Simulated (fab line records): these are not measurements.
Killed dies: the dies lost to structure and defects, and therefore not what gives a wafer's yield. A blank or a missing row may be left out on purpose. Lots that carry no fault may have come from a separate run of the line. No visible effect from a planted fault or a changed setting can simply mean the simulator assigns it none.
Which tool was responsible?    flow n5Finfet    Sampling: 24 lots, 72 wafers, 6 of 1938 route steps

## WHAT THE GAUGES READ, wafer by wafer
N5_MOL_CONTACT_COAG_CD_MEAS_84: target cd 25.1 nm. Usual: cdNm reads 25.15 nm (standard deviation 0.24).
lot   measured      on        cdNm (nm)          flag
L074  day 5 19:48   cdSem-01  25.43 25.29 25.08  
L075  day 5 19:17   cdSem-03  25.08 25.43 25.27  
L076  day 5 20:46   cdSem-02  25.24 25.39 25.55  
L078  day 5 23:31   cdSem-01  25.19 25.01 25.03  
L077  day 6 05:57   cdSem-02  25.34 25.19 25.24  
L080  day 6 15:58   cdSem-01  25.31 24.87 24.72  
L079  day 6 17:27   cdSem-01  24.93 24.68 25.08  
L081  day 6 18:38   cdSem-03  25.28 25.19 25.40  
L082  day 7 04:37   cdSem-02  24.55 25.01 24.89  
L083  day 7 07:51   cdSem-03  25.09 24.99 24.64  
L084  day 7 13:46   cdSem-03  25.45 24.83 25.24  
L085  day 7 22:40   cdSem-01  25.35 24.97 24.99  
L086  day 8 04:50   cdSem-02  24.98 25.05 25.42  
L087  day 8 07:54   cdSem-01  25.02 25.02 25.43  
L088  day 8 20:59   cdSem-02  25.00 25.32 25.03  
L089  day 9 00:30   cdSem-03  25.20 25.10 25.40  
L090  day 9 06:21   cdSem-02  25.00 25.18 24.85  
L091  day 9 06:44   cdSem-03  24.83 25.11 25.77  
L092  day 9 14:30   cdSem-01  24.85 25.08 24.94  
L093  day 9 22:04   cdSem-01  24.78 25.08 25.26  
L094  day 10 03:02  cdSem-03  25.56 25.47 25.15  
L095  day 10 08:25  cdSem-02  24.97 25.44 24.82  
L096  day 10 17:20  cdSem-02  24.78 25.20 25.69  
L097  day 10 20:30  cdSem-01  25.16 25.03 25.37  

N5_MOL_CONTACT_COAG_CD_MEAS_137: target cd 16 nm. Usual: cdNm reads 16.1 nm (standard deviation 0.35).
lot   measured      on        cdNm (nm)       flag
L074  day 5 21:06   cdSem-01  15.9 15.6 16.0  
L075  day 5 21:02   cdSem-01  16.4 16.0 15.8  
L076  day 5 21:47   cdSem-02  16.3 16.3 16.0  
L078  day 6 00:29   cdSem-02  16.0 15.9 16.1  
L077  day 6 06:52   cdSem-02  16.3 15.4 15.8  
L080  day 6 17:04   cdSem-02  16.3 16.1 16.2  
L079  day 6 18:22   cdSem-02  15.5 15.7 16.2  
L081  day 6 19:41   cdSem-01  15.4 16.2 15.3  
L082  day 7 05:40   cdSem-02  15.7 16.2 16.1  
L083  day 7 09:10   cdSem-03  16.0 15.8 16.8  
L084  day 7 14:45   cdSem-02  15.5 16.6 16.3  
L085  day 7 23:37   cdSem-03  16.1 16.2 16.2  
L086  day 8 06:00   cdSem-01  15.8 15.9 16.2  
L087  day 8 08:50   cdSem-03  16.4 16.4 16.4  
L088  day 8 21:55   cdSem-02  15.8 16.2 16.0  
L089  day 9 01:26   cdSem-01  16.6 16.3 15.8  
L090  day 9 07:17   cdSem-01  16.5 15.7 15.9  
L091  day 9 07:44   cdSem-02  16.4 16.0 16.5  
L092  day 9 15:51   cdSem-03  15.9 16.5 15.9  
L093  day 9 23:04   cdSem-02  15.6 15.7 16.5  
L094  day 10 03:58  cdSem-02  16.8 16.5 16.4  
L095  day 10 09:21  cdSem-03  16.5 16.6 15.5  
L096  day 10 18:16  cdSem-01  16.4 16.1 16.0  
L097  day 10 21:26  cdSem-02  16.0 16.8 15.9  

## WHAT TOOL EACH LOT RAN ON (gives the tool, then ch and the chambers of the sampled wafers, and finally the start)
lot   N5_GATE_CUT_ETCH_36                N5_GATE_CUT_CMP_43             N5_MOL_CONTACT_COAG_ANNEAL_113   N5_MOL_CONTACT_COAG_CMP_23
L074  rieDiel-06 ch 1,3, day 5 00:26     cmp-01 ch 0,1,3, day 5 04:31   rtpAnneal-01 ch 0, day 5 12:35   cmp-01 ch 1,2,3, day 5 15:30
L075  rieDiel-04 ch 2,3, day 5 02:41     cmp-03 ch 0,2,3, day 5 05:54   rtpAnneal-02 ch 0, day 5 12:19   cmp-02 ch 2,3, day 5 15:13
L076  rieDiel-02 ch 0,2,3, day 5 03:47   cmp-01 ch 0,3, day 5 06:43     rtpAnneal-02 ch 0, day 5 13:41   cmp-04 ch 0,1,2, day 5 15:42
L078  rieDiel-02 ch 0,1, day 5 10:28     cmp-01 ch 0,3, day 5 13:36     rtpAnneal-01 ch 0, day 5 18:35   cmp-01 ch 0,1,3, day 5 19:52
L077  rieDiel-04 ch 1,2, day 5 15:26     cmp-04 ch 0,1,3, day 5 18:16   rtpAnneal-02 ch 0, day 6 01:19   cmp-01 ch 0,1, day 6 02:14
L080  rieDiel-06 ch 0,1,2, day 6 02:21   cmp-03 ch 0,1, day 6 04:57     rtpAnneal-01 ch 0, day 6 10:21   cmp-01 ch 1,3, day 6 11:52
L079  rieDiel-06 ch 0,1,3, day 6 04:00   cmp-01 ch 0,2,3, day 6 06:50   rtpAnneal-01 ch 0, day 6 12:25   cmp-04 ch 0,1, day 6 13:37
L081  rieDiel-06 ch 0,1,2, day 6 07:03   cmp-04 ch 0,3, day 6 09:43     rtpAnneal-01 ch 0, day 6 13:52   cmp-01 ch 1,2,3, day 6 15:07
L082  rieDiel-02 ch 0,1,2, day 6 16:17   cmp-03 ch 1,2,3, day 6 18:53   rtpAnneal-01 ch 0, day 6 22:52   cmp-04 ch 0,2,3, day 7 00:57
L083  rieDiel-02 ch 1,2,3, day 6 18:59   cmp-03 ch 1,3, day 6 21:35     rtpAnneal-01 ch 0, day 7 02:05   cmp-04 ch 1,2,3, day 7 04:10
L084  rieDiel-06 ch 0,1,3, day 6 23:33   cmp-01 ch 0,1,3, day 7 02:09   rtpAnneal-01 ch 0, day 7 07:14   cmp-02 ch 0,1,3, day 7 10:12
L085  rieDiel-06 ch 0,1,3, day 7 07:50   cmp-04 ch 0,2, day 7 10:30     rtpAnneal-02 ch 0, day 7 15:36   cmp-01 ch 1,2, day 7 18:25
L086  rieDiel-06 ch 0,2, day 7 16:17     cmp-01 ch 0,1,2, day 7 18:58   rtpAnneal-02 ch 0, day 7 23:23   cmp-02 ch 1,2, day 8 01:18
L087  rieDiel-02 ch 0,3, day 7 18:18     cmp-03 ch 2,3, day 7 20:59     rtpAnneal-01 ch 0, day 8 02:29   cmp-01 ch 1,2, day 8 04:17
L088  rieDiel-02 ch 1,3, day 8 04:37     cmp-04 ch 2,3, day 8 07:18     rtpAnneal-01 ch 0, day 8 11:38   cmp-01 ch 0,3, day 8 13:00
L089  rieDiel-02 ch 1,3, day 8 12:29     cmp-04 ch 0,1,2, day 8 15:17   rtpAnneal-01 ch 0, day 8 19:54   cmp-01 ch 1,2, day 8 20:56
L090  rieDiel-06 ch 0,3, day 8 14:16     cmp-03 ch 2,3, day 8 17:21     rtpAnneal-02 ch 0, day 9 01:25   cmp-02 ch 1,3, day 9 02:29
L091  rieDiel-04 ch 1,2, day 8 17:23     cmp-04 ch 0,1,2, day 8 20:35   rtpAnneal-01 ch 0, day 9 02:00   cmp-04 ch 0,3, day 9 03:07
L092  rieDiel-02 ch 0,1,2, day 9 01:37   cmp-03 ch 0,2,3, day 9 04:17   rtpAnneal-01 ch 0, day 9 09:44   cmp-01 ch 0,1,3, day 9 10:56
L093  rieDiel-04 ch 2,3, day 9 10:20     cmp-04 ch 0,2,3, day 9 13:02   rtpAnneal-01 ch 0, day 9 17:19   cmp-04 ch 1,2,3, day 9 18:22
L094  rieDiel-02 ch 0,1,2, day 9 13:44   cmp-03 ch 0,2,3, day 9 16:20   rtpAnneal-01 ch 0, day 9 21:49   cmp-01 ch 1,2,3, day 9 23:01
L095  rieDiel-04 ch 0,1,3, day 9 20:26   cmp-04 ch 0,2,3, day 9 23:11   rtpAnneal-02 ch 0, day 10 02:48  cmp-02 ch 2,3, day 10 04:50
L096  rieDiel-06 ch 0,2,3, day 10 02:36  cmp-03 ch 1,2,3, day 10 05:26  rtpAnneal-01 ch 0, day 10 10:47  cmp-04 ch 1,2, day 10 13:40
L097  rieDiel-02 ch 2,3, day 10 06:38    cmp-01 ch 0,1,2, day 10 09:29  rtpAnneal-01 ch 0, day 10 14:29  cmp-04 ch 0,1,2, day 10 16:58
- N5_GATE_CUT_ETCH_36: etches SiARC in CF4, target depth 13 nm, time 21.7 s.
- N5_GATE_CUT_CMP_43: polishes SiO2.
- N5_MOL_CONTACT_COAG_ANNEAL_113: time 300 s.
- N5_MOL_CONTACT_COAG_CMP_23: polishes, stops on SiO2, t overpolish 1.5 s, target thk 0 nm.

## AS READ BY THE TOOLS THEMSELVES (means over the sampled wafers that have a number; for cases with no such wafer, the mark the record gives instead)
N5_GATE_CUT_ETCH_36. Usual: for chamberPressureMTorr, 40.00 mTorr with a standard deviation of 0.034; for drypumpMotorCurrentA, 5.5 A with a standard deviation of 0.34; for etchRfOnTimeS, 21.8 s with a standard deviation of 0.62; for oesProductAu, 0.64 a.u. with a standard deviation of 0.064; for rfVppV, 183.7 V with a standard deviation of 1.2; for showerheadPlenumPTorr, 2.11 Torr with a standard deviation of 0.059; for throttleValvePct, 15.62 % with a standard deviation of 0.22.
lot   tool        chamberPressureMTorr (mTorr)  drypumpMotorCurrentA (A)  etchRfOnTimeS (s)  oesProductAu (a.u.)  rfVppV (V)  showerheadPlenumPTorr (Torr)  throttleValvePct (%)  flag
L074  rieDiel-06  39.99                         5.5                       21.4               0.65                 183.1       2.06                          15.76                 
L075  rieDiel-04  39.99                         5.4                       21.9               0.63                 185.2       2.19                          15.68                 
L076  rieDiel-02  40.01                         5.6                       21.8               0.62                 183.8       2.14                          15.72                 
L078  rieDiel-02  40.00                         5.8                       22.7               0.61                 183.9       2.10                          15.48                 
L077  rieDiel-04  40.02                         5.5                       22.1               0.62                 185.0       2.17                          15.70                 
L080  rieDiel-06  40.08                         5.3                       21.6               0.68                 183.0       2.12                          15.47                 
L079  rieDiel-06  39.99                         5.3                       21.5               0.69                 182.7       2.07                          15.55                 
L081  rieDiel-06  39.99                         5.2                       21.4               0.69                 184.0       2.12                          15.49                 
L082  rieDiel-02  40.00                         5.6                       22.7               0.60                 183.8       2.12                          15.57                 
L083  rieDiel-02  39.99                         5.7                       22.2               0.61                 183.2       2.09                          15.58                 
L084  rieDiel-06  40.00                         5.3                       21.5               0.68                 182.7       2.07                          15.57                 
L085  rieDiel-06  40.02                         5.3                       21.6               0.68                 183.1       2.07                          15.58                 
L086  rieDiel-06  40.00                         5.0                       21.7               0.71                 184.2       2.13                          15.40                 
L087  rieDiel-02  40.01                         5.5                       22.3               0.60                 184.0       2.16                          15.85                 
L088  rieDiel-02  40.02                         5.9                       22.4               0.61                 182.7       2.06                          15.52                 
L089  rieDiel-02  40.03                         5.8                       22.0               0.61                 184.1       2.08                          15.69                 
L090  rieDiel-06  40.00                         5.0                       22.0               0.71                 183.9       2.08                          15.48                 
L091  rieDiel-04  40.01                         5.9                       21.9               0.60                 183.7       2.10                          15.76                 
L092  rieDiel-02  40.00                         5.7                       22.1               0.68                 184.5       2.11                          15.44                 
L093  rieDiel-04  39.98                         5.4                       22.1               0.61                 185.0       2.18                          15.72                 
L094  rieDiel-02  40.03                         5.7                       22.0               0.67                 184.3       2.11                          15.44                 
L095  rieDiel-04  40.05                         5.9                       21.2               0.66                 182.7       2.08                          15.63                 
L096  rieDiel-06  40.02                         5.2                       21.9               0.65                 184.1       2.11                          15.65                 
L097  rieDiel-02  40.00                         5.6                       22.3               0.60                 183.1       2.10                          15.70                 

N5_GATE_CUT_CMP_43. Usual: motorCurrentA 12.1 A, standard deviation 0.79; slurryFilterDpKPa 13.49 kPa, standard deviation 0.14.
lot   tool    motorCurrentA (A)  slurryFilterDpKPa (kPa)  flag
L074  cmp-01  12.4               13.54                    
L075  cmp-03  12.0               13.57                    
L076  cmp-01  12.1               13.63                    
L078  cmp-01  12.4               13.55                    
L077  cmp-04  12.4               13.46                    
L080  cmp-03  11.8               13.38                    
L079  cmp-01  12.5               13.42                    
L081  cmp-04  12.2               13.40                    
L082  cmp-03  12.8               13.63                    
L083  cmp-03  12.6               13.53                    
L084  cmp-01  12.4               13.47                    
L085  cmp-04  11.0               13.41                    
L086  cmp-01  12.4               13.49                    
L087  cmp-03  12.3               13.51                    
L088  cmp-04  11.8               13.49                    
L089  cmp-04  11.8               13.54                    
L090  cmp-03  13.0               13.59                    
L091  cmp-04  11.4               13.42                    
L092  cmp-03  12.2               13.48                    
L093  cmp-04  11.7               13.35                    
L094  cmp-03  12.0               13.45                    
L095  cmp-04  11.6               13.52                    
L096  cmp-03  12.8               13.56                    
L097  cmp-01  12.5               13.55                    

N5_MOL_CONTACT_COAG_ANNEAL_113. Usual: lampPowerPct 2.690 %, standard deviation 0.016; wafer_temp_C_max 402.0, standard deviation 0.54.
lot   tool          lampPowerPct (%)  wafer_temp_C_max  flag
L074  rtpAnneal-01  2.682             401.9             
L075  rtpAnneal-02  2.717             401.5             
L076  rtpAnneal-02  2.716             401.9             
L078  rtpAnneal-01  2.678             402.2             
L077  rtpAnneal-02  2.716             401.2             
L080  rtpAnneal-01  2.680             401.9             
L079  rtpAnneal-01  2.682             401.9             
L081  rtpAnneal-01  2.680             402.2             
L082  rtpAnneal-01  2.679             402.5             
L083  rtpAnneal-01  2.679             402.1             
L084  rtpAnneal-01  2.679             402.2             
L085  rtpAnneal-02  2.715             401.3             
L086  rtpAnneal-02  2.715             401.7             
L087  rtpAnneal-01  2.681             402.2             
L088  rtpAnneal-01  2.681             402.2             
L089  rtpAnneal-01  2.680             402.0             
L090  rtpAnneal-02  2.716             401.3             
L091  rtpAnneal-01  2.680             402.3             
L092  rtpAnneal-01  2.680             402.3             
L093  rtpAnneal-01  2.680             402.0             
L094  rtpAnneal-01  2.678             401.7             
L095  rtpAnneal-02  2.713             401.4             
L096  rtpAnneal-01  2.679             401.8             
L097  rtpAnneal-01  2.676             402.3             

N5_MOL_CONTACT_COAG_CMP_23. Usual: motorCurrentA 8.1 A, standard deviation 0.49; overpolishRunS 1.500 s, standard deviation 0.0098; slurryFilterDpKPa 13.48 kPa, standard deviation 0.14; timeToEndpointS 10.6 s, standard deviation 2.6.
lot   tool    motorCurrentA (A)  overpolishRunS (s)  slurryFilterDpKPa (kPa)  timeToEndpointS (s)  flag
L074  cmp-01  8.2                1.499               13.43                    11.6                 
L075  cmp-02  9.0                1.497               13.53                    12.5                 
L076  cmp-04  7.7                1.517               13.50                    8.3                  
L078  cmp-01  8.2                1.504               13.53                    12.9                 
L077  cmp-01  8.4                1.486               13.38                    15.7                 
L080  cmp-01  8.3                1.502               13.43                    11.5                 
L079  cmp-04  7.6                1.490               13.43                    8.2                  
L081  cmp-01  8.4                1.511               13.42                    13.0                 
L082  cmp-04  7.8                1.494               13.58                    9.4                  
L083  cmp-04  8.1                1.495               13.39                    7.6                  
L084  cmp-02  8.0                1.491               13.45                    9.9                  
L085  cmp-01  8.0                1.507               13.50                    10.1                 
L086  cmp-02  8.2                1.505               13.56                    8.6                  
L087  cmp-01  8.1                1.496               13.44                    10.6                 
L088  cmp-01  8.1                1.501               13.54                    10.7                 
L089  cmp-01  8.3                1.506               13.45                    8.2                  
L090  cmp-02  8.4                1.493               13.56                    8.2                  
L091  cmp-04  7.8                1.507               13.46                    8.5                  
L092  cmp-01  8.1                1.497               13.37                    11.1                 
L093  cmp-04  7.9                1.514               13.51                    12.3                 
L094  cmp-01  8.3                1.503               13.49                    6.4                  
L095  cmp-02  8.8                1.495               13.43                    14.7                 
L096  cmp-04  7.7                1.499               13.41                    13.0                 
L097  cmp-04  7.6                1.508               13.57                    10.8                 

## THE ANSWER, worked out from the rows above alone
Rule: a lot counts as off when the mean over its wafers that have a number is more than 3 standard deviations away from the usual mean. Also off: a lot with no number at a reading for which 4 or more lots have one. Where the step has rows for the other lots, those lots are counted as sound. The gauges are gone through in route order, then the tools' own readings, and for those a lot's mean is taken as printed above. The first step at which some lot is off is used, and at that step the reading that is off furthest; a lot without a number counts as furthest.
No lot is off at any reading shown: from this, nothing can be told.

## WHAT WAS PUT IN BY THE SIMULATOR
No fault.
